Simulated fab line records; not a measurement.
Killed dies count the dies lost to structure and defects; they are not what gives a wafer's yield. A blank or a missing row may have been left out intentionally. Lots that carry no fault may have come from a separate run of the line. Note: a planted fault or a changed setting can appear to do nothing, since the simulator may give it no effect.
fab line records	flow nand_harc
record: lots: 13	wafers: 38	last_day: 24
route steps=1159 shown A_M1@1037 A_BONDPAD@1079 HYBRID_BOND@1094
lots untouched by any fault: they come from a run of this same line in which no faults occurred
start_h: the number of hours between the record's first day and the start of the first shown wafer of the lot	wait_h: hours since the lot's step before	" the same as in the row above	L1.1+2: a row that stands for several wafers	- no value, or no start given	* or withheld: withheld	< > ~ a bound
route shown NAME@n: a module of which the file shows steps, and the number in the route of the first	usual: mean/standard deviation of fault-free wafers	same: alike in all rows	chamber/n: place in a boat	sites: readings site by site	_std_site: standard deviation across them	_edge_site: mean of outer sites minus mean of inner sites	radius_mm: how far each site lies from the wafer's centre	mask NAME#n: copy n	behind: the tool/chamber that last shaped the wafer	hold: why the lot was held/for how many hours/how that ended	device: names the non-switching transistor (n, p or np)	end of line: the same wafers' tests at the end of the route	a step with no rows: only its recipe	killed: not the wafer's yield, but the dies lost to structure and defects at the first sort	map: per-die view of a wafer (x killed, . not killed, _ where there is no die)
set.NAME: the setting as run; set.NAME@STEP: as run at that earlier step	model.NAME: the simulator's own value behind a step, which no gauge read
a sample of lots followed through the steps of the route, with each step as a table and each wafer as a row
services: the hour from which a tool's chamber was out of use, counted from the record's first day as start_h (under 0 if before that day), plus the number of hours and why
== steps ==
step: NHARC_A_M1_OVL_MEAS_10
recipe: pitch_nm: 240
usual: overlay_x_nm: 0.0/0.78	overlay_y_nm: 0.1/0.73
lot.wafer	tool	chamber	start_h	wait_h	overlay_x_nm	overlay_y_nm
L483.2	overlay-01	-	406.32	-	-0.7	0.6
L483.5	"	-	"	"	0.1	0.9
L483.6	"	-	"	"	-0.3	1.1
L482.1	overlay-01	-	412.21	-	1.0	1.2
L482.4	"	-	"	"	0.9	0.8
L482.6	"	-	"	"	0.8	1.3
L486.2	overlay-01	-	412.94	-	0.8	0.8
L486.3	"	-	"	"	1.5	0.4
L486.6	"	-	"	"	0.9	0.0
L487.1	overlay-01	-	422.94	-	1.4	-2.2
L487.3	"	-	"	"	0.0	-1.6
L487.5	"	-	"	"	1.0	-1.3
L484.3	overlay-02	-	428.79	-	1.0	-0.3
L484.4	"	-	"	"	1.0	0.0
L484.6	"	-	"	"	1.5	-0.3
L488.2	overlay-02	-	441.89	-	-0.1	0.1
L488.3	"	-	"	"	-0.8	0.2
L488.4	"	-	"	"	-0.8	0.0
L489.2	overlay-01	-	448.20	-	1.1	0.5
L489.3	"	-	"	"	0.3	1.2
L489.5	"	-	"	"	0.5	0.7
L490.1	overlay-01	-	464.54	-	-1.1	0.3
L490.4	"	-	"	"	-0.8	1.0
L494.1	overlay-02	-	500.30	-	-0.7	-0.5
L494.2	"	-	"	"	-0.5	-0.6
L494.6	"	-	"	"	-0.7	-0.2
L499.2	overlay-02	-	501.39	-	1.1	1.5
L499.4	"	-	"	"	1.3	1.4
L499.5	"	-	"	"	0.6	1.4
L500.3	overlay-01	-	501.55	-	-0.8	-0.6
L500.4	"	-	"	"	-1.0	-0.6
L500.5	"	-	"	"	-1.0	-0.9
L502.2	overlay-01	-	515.39	-	0.5	-0.1
L502.3	"	-	"	"	0.5	-0.4
L502.5	"	-	"	"	0.8	-0.2
L501.1	overlay-02	-	529.78	-	0.7	0.4
L501.4	"	-	"	"	0.3	-0.6
L501.5	"	-	"	"	1.1	-0.5
step: NHARC_A_BONDPAD_STRIP_15
recipe: o2_flow_sccm: 500	ar_flow_sccm: 0	bias_w: 0	chemistry: O2
usual: drypump_motor_current_A: 5.7/0.32	oes_product_au: 1.000/0.013	rf_vpp_V: 57.8/0.8	showerhead_plenum_p_Torr: 3.50/0.13	throttle_valve_pct: 17.036/0.0085
lot.wafer	tool	chamber	start_h	wait_h	drypump_motor_current_A	oes_product_au	rf_hours_counter_h	rf_vpp_V	showerhead_plenum_p_Torr	throttle_valve_pct
L483.2	rie_diel-10	1	412.01	0.1	5.2	1.003	1	58.4	3.38	17.027
L483.6	"	0	"	"	5.9	0.996	-	55.9	3.55	17.032
L483.5	"	1	"	"	5.2	1.000	-	57.2	3.38	17.031
L482.4	rie_diel-07	2	418.68	0.1	5.9	1.028	1	58.8	3.52	17.020
L482.1	"	1	"	"	6.1	0.988	1	58.2	3.52	17.037
L482.6	"	3	"	"	5.8	1.021	-	57.6	3.57	17.019
L486.2	rie_diel-10	0	418.85	0.1	5.9	0.989	2	58.1	3.55	17.042
L486.3	"	3	"	"	5.5	0.986	2	57.0	3.68	17.045
L486.6	"	0	"	"	5.9	0.993	-	58.3	3.55	17.050
L487.3	rie_diel-10	3	428.47	0.1	5.5	1.002	2	59.0	3.68	17.039
L487.1	"	0	"	"	5.9	1.000	2	59.3	3.55	17.040
L487.5	"	0	"	"	5.9	1.007	-	58.5	3.55	17.044
L484.3	rie_diel-10	0	433.89	0.1	5.9	1.010	3	57.1	3.55	17.033
L484.4	"	3	"	"	5.5	0.991	2	58.3	3.68	17.037
L484.6	"	0	"	"	5.9	0.999	-	57.7	3.55	17.042
L488.4	rie_diel-07	2	447.23	0.1	5.9	1.029	12	57.2	3.51	17.038
L488.2	"	3	"	"	5.8	1.020	12	59.3	3.56	17.030
L488.3	"	1	"	"	6.1	0.987	13	58.0	3.51	17.019
L489.3	rie_diel-05	3	453.37	0.1	5.4	0.984	19	57.6	3.49	17.033
L489.2	"	1	"	"	5.2	0.980	19	56.2	3.60	17.043
L489.5	"	3	"	"	5.4	0.983	-	58.6	3.49	17.045
L490.1	rie_diel-10	0	470.72	0.1	5.9	0.985	4	57.5	3.55	17.042
L490.4	"	0	"	"	5.9	0.986	-	59.2	3.55	17.033
L494.2	rie_diel-10	0	505.62	0.1	5.9	0.983	5	57.5	3.55	17.028
L494.1	"	1	"	"	5.2	0.990	4	57.8	3.38	17.015
L494.6	"	2	"	"	5.6	0.986	-	58.7	3.30	17.045
L499.2	rie_diel-07	3	506.65	0.1	5.8	1.022	33	56.9	3.55	17.036
L499.4	"	1	"	"	6.1	0.983	32	58.4	3.50	17.019
L499.5	"	2	"	"	5.9	1.016	-	57.4	3.50	17.037
L500.4	rie_diel-07	0	506.98	0.1	6.4	0.998	33	57.6	3.44	17.037
L500.3	"	1	"	"	6.0	0.987	32	57.7	3.50	17.043
L500.5	"	3	"	"	5.8	1.021	-	59.4	3.55	17.041
L502.2	rie_diel-10	3	520.70	0.1	5.4	1.006	6	58.6	3.68	17.047
L502.3	"	1	"	"	5.2	1.006	4	57.4	3.38	17.040
L502.5	"	2	"	"	5.6	1.004	-	57.2	3.30	17.029
L501.1	rie_diel-07	0	535.00	0.1	6.4	1.013	45	56.1	3.44	17.040
L501.4	"	2	"	"	5.9	1.039	42	57.7	3.49	17.029
L501.5	"	0	"	"	6.3	0.999	-	57.8	3.44	17.035
step: NHARC_A_BONDPAD_ETCH_24
recipe: target_depth_a: 300	over_etch_frac: 0.3	time_s: 72.99	ion_energy_ev: 150	cf4_flow_sccm: 50	n2_flow_sccm: 100	ar_flow_sccm: 150	rf_w: 300	bias_w: 100	chemistry: CF4/N2
usual: cf4_flow_sccm: 49.97/0.14	drypump_motor_current_A: 5.7/0.35	oes_product_au: 0.998/0.012	rf_vpp_V: 313.6/1.9	showerhead_plenum_p_Torr: 2.59/0.093	throttle_valve_pct: 19.795/0.0088
lot.wafer	tool	chamber	start_h	wait_h	cf4_flow_sccm	drypump_motor_current_A	oes_product_au	rf_hours_counter_h	rf_vpp_V	showerhead_plenum_p_Torr	throttle_valve_pct
L483.2	rie_diel-10	1	-	-	49.93	5.2	0.994	1	311.6	2.51	19.782
L483.6	"	1	"	"	49.93	5.2	1.004	-	312.6	2.51	19.809
L483.5	"	2	"	"	49.67	5.6	0.989	-	310.9	2.46	19.801
L482.4	rie_diel-07	0	-	-	49.96	6.3	0.997	1	313.9	2.57	19.802
L482.1	"	1	"	"	50.01	6.1	0.992	1	313.6	2.62	19.802
L482.6	"	0	"	"	50.00	6.4	1.004	-	315.4	2.57	19.774
L486.3	rie_diel-10	3	-	-	49.67	5.5	0.993	2	315.3	2.74	19.786
L486.2	"	0	"	"	49.94	5.9	0.995	2	313.6	2.64	19.793
L486.6	"	2	"	"	49.98	5.5	1.003	-	311.6	2.46	19.797
L487.3	rie_diel-10	1	-	-	49.95	5.2	1.006	2	312.4	2.51	19.794
L487.1	"	0	"	"	49.72	5.9	0.994	2	313.7	2.64	19.806
L487.5	"	2	"	"	50.00	5.6	1.009	-	311.0	2.46	19.799
L484.4	rie_diel-10	1	-	-	49.87	5.2	1.000	2	314.0	2.51	19.798
L484.3	"	3	"	"	50.02	5.5	1.006	3	317.3	2.74	19.810
L484.6	"	0	"	"	50.05	5.9	0.998	-	315.8	2.64	19.811
L488.3	rie_diel-07	3	-	-	49.89	5.8	1.011	12	315.2	2.65	19.806
L488.4	"	1	"	"	50.05	6.1	0.994	13	313.4	2.61	19.795
L488.2	"	2	"	"	49.85	5.9	1.023	12	314.6	2.61	19.808
L489.2	rie_diel-05	3	-	-	49.98	5.4	0.994	19	312.2	2.60	19.788
L489.3	"	1	"	"	49.88	5.2	0.998	19	314.3	2.68	19.800
L489.5	"	2	"	"	49.65	6.4	1.008	-	312.1	2.49	19.801
L490.1	rie_diel-10	3	470.88	0.1	49.63	5.4	0.981	3	316.5	2.74	19.785
L490.4	"	0	"	"	50.02	5.9	1.000	-	313.8	2.64	19.808
L494.2	rie_diel-10	1	-	-	49.73	5.2	1.001	4	310.4	2.51	19.814
L494.1	"	3	"	"	50.00	5.5	1.003	5	317.3	2.74	19.800
L494.6	"	1	"	"	49.91	5.2	0.998	-	312.4	2.51	19.800
L499.4	rie_diel-07	0	-	-	49.97	6.3	0.994	33	312.9	2.56	19.783
L499.2	"	2	"	"	49.87	5.9	1.021	31	314.1	2.60	19.811
L499.5	"	1	"	"	49.97	6.0	0.979	-	314.7	2.61	19.798
L500.3	rie_diel-07	0	-	-	50.08	6.3	0.991	33	312.3	2.56	19.790
L500.4	"	2	"	"	49.88	5.9	1.013	32	313.7	2.60	19.795
L500.5	"	0	"	"	49.90	6.3	0.994	-	314.6	2.56	19.811
L502.2	rie_diel-10	2	-	-	50.09	5.6	0.997	5	308.8	2.46	19.785
L502.3	"	1	"	"	49.98	5.2	0.995	4	312.7	2.51	19.785
L502.5	"	2	"	"	50.09	5.6	0.999	-	310.3	2.46	19.786
L501.1	rie_diel-07	0	-	-	50.01	6.4	1.003	45	313.1	2.56	19.797
L501.4	"	2	"	"	50.08	5.9	1.030	42	314.3	2.60	19.796
L501.5	"	0	"	"	50.02	6.3	1.000	-	315.0	2.56	19.797
step: NHARC_HYBRID_BOND_ACTIVATE_00
recipe: time_s: 60	n2_flow_sccm: 200	ar_flow_sccm: 0	bias_power_w: 0	chemistry: N2
usual: drypump_motor_current_A: 5.9/0.39	oes_product_au: 0.998/0.011	rf_vpp_V: 64.1/0.98	run_length_s: 81.4/0.48	showerhead_plenum_p_Torr: 1.76/0.087
lot.wafer	tool	chamber	start_h	wait_h	drypump_motor_current_A	oes_product_au	rf_hours_counter_h	rf_vpp_V	run_length_s	showerhead_plenum_p_Torr
L483.2	rie_diel-02	0	414.25	0.1	5.2	0.983	7	65.4	82.0	1.83
L483.6	"	3	"	"	6.0	0.985	-	63.8	81.4	1.85
L483.5	"	0	"	"	5.3	0.993	-	64.8	82.0	1.83
L482.1	rie_diel-11	1	421.05	0.1	6.3	1.009	13	64.3	81.5	1.83
L482.4	"	0	"	"	5.4	1.005	13	62.4	81.4	1.64
L482.6	"	2	"	"	6.4	1.007	-	65.9	80.7	1.81
L486.2	rie_diel-13	1	421.18	0.1	5.6	1.007	48	64.6	81.3	1.84
L486.3	"	2	"	"	6.0	1.023	47	65.3	81.8	1.85
L486.6	"	3	"	"	5.6	0.992	-	63.8	81.2	1.85
L487.3	rie_diel-02	2	430.70	0.1	5.9	1.010	10	62.6	82.0	1.67
L487.1	"	1	"	"	6.5	1.000	10	64.5	81.9	1.64
L487.5	"	3	"	"	6.0	0.987	-	64.4	81.6	1.85
L484.3	rie_diel-02	2	436.15	0.1	5.9	1.022	11	65.0	82.1	1.67
L484.4	"	3	"	"	6.1	0.989	-	63.3	81.2	1.85
L484.6	"	1	"	"	6.5	1.004	-	64.0	81.3	1.64
L488.2	rie_diel-11	1	449.48	0.1	6.3	0.988	25	63.9	81.9	1.83
L488.4	"	2	"	"	6.5	0.999	28	64.3	80.7	1.81
L488.3	"	3	"	"	5.9	1.019	25	64.7	80.8	1.74
L489.3	rie_diel-02	1	456.14	0.1	6.5	1.014	12	62.6	81.5	1.64
L489.2	"	3	"	"	6.1	0.996	12	64.5	81.3	1.85
L489.5	"	1	"	"	6.5	1.001	-	64.2	81.6	1.64
L490.4	rie_diel-02	1	473.02	0.1	6.5	1.005	14	63.7	69.8	1.64
L490.1	"	2	"	"	5.9	1.006	15	64.6	82.5	1.66
L494.1	rie_diel-11	0	507.83	0.1	5.4	1.015	42	64.0	81.5	1.63
L494.2	"	1	"	"	6.3	0.999	44	63.7	81.5	1.82
L494.6	"	0	"	"	5.4	1.010	-	61.8	81.3	1.63
L499.4	rie_diel-11	0	509.25	0.3	5.4	1.000	43	62.2	81.7	1.63
L499.2	"	3	"	"	5.9	0.992	43	64.5	81.4	1.74
L499.5	"	0	"	"	5.4	0.995	-	62.4	82.0	1.63
L500.4	rie_diel-11	2	509.66	0.2	6.5	1.003	48	64.9	80.3	1.80
L500.3	"	0	"	"	5.4	0.994	43	64.1	81.2	1.63
L500.5	"	2	"	"	6.5	1.002	-	64.9	80.9	1.80
L502.3	rie_diel-11	3	522.92	0.1	5.9	1.005	48	63.2	81.2	1.74
L502.2	"	1	"	"	6.3	1.003	50	65.0	81.7	1.82
L502.5	"	0	"	"	5.4	1.010	-	62.5	81.6	1.63
L501.1	rie_diel-13	1	537.24	0.1	5.6	0.990	27	63.3	81.7	1.83
L501.4	"	0	"	"	5.6	0.976	-	64.8	81.3	1.87
L501.5	"	1	"	"	5.6	0.985	-	63.6	81.1	1.83
== services ==
tool	chamber	start_h	hours	kind
rie_diel-11	3	391.51	4.6	repair
rie_diel-05	1	392.31	2.7	repair
rie_diel-11	0	393.02	5.7	repair
rie_diel-07	-	405.27	9.0	pm
rie_diel-10	0	411.68	-	clean
rie_diel-10	1	411.68	-	clean
rie_diel-10	2	411.68	-	clean
rie_diel-10	3	411.68	-	clean
rie_diel-02	0	427.68	8.7	repair
rie_diel-05	3	429.14	11.9	repair
rie_diel-10	0	436.18	-	clean
rie_diel-10	1	436.18	-	clean
rie_diel-10	2	436.18	-	clean
rie_diel-13	-	453.44	9.0	pm
rie_diel-10	1	459.01	34.6	repair
rie_diel-11	3	473.98	1.2	repair
rie_diel-02	1	484.85	4.3	repair
rie_diel-07	-	489.58	0.3	repair
rie_diel-10	2	493.23	9.3	repair
rie_diel-02	-	504.75	9.0	pm
rie_diel-07	1	512.87	5.5	repair
rie_diel-05	-	517.79	9.0	pm
rie_diel-10	-	530.61	9.0	pm
rie_diel-13	2	535.28	2.2	repair
== key ==
first_sign: step: NHARC_HYBRID_BOND_ACTIVATE_00	reading: run_length_s	direction: down	sigmas: 24	usual: *	struck: *
effect none on later readings
met_at NHARC_HYBRID_BOND_ACTIVATE_00
struck_lots L490
struck_wafers L490.4
sort_left_out L490.4
not_acting_at NHARC_A_M1_OVL_MEAS_10,NHARC_A_BONDPAD_STRIP_15,NHARC_A_BONDPAD_ETCH_24
onset_between 456.14 473.02
fault: kind: process_parameter_drift	tool: rie_diel-02	chamber: -	onset_h: 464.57	steps: NHARC_HYBRID_BOND_ACTIVATE_00	channel: time_s	offset: *	shape: step	end_h: 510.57	scope: struck_wafers_only	acts_in: *	stated: *
sort_left_out: the simulated sort isn't trusted on such a fault, so these wafers' sort isn't shown, and their yield isn't known
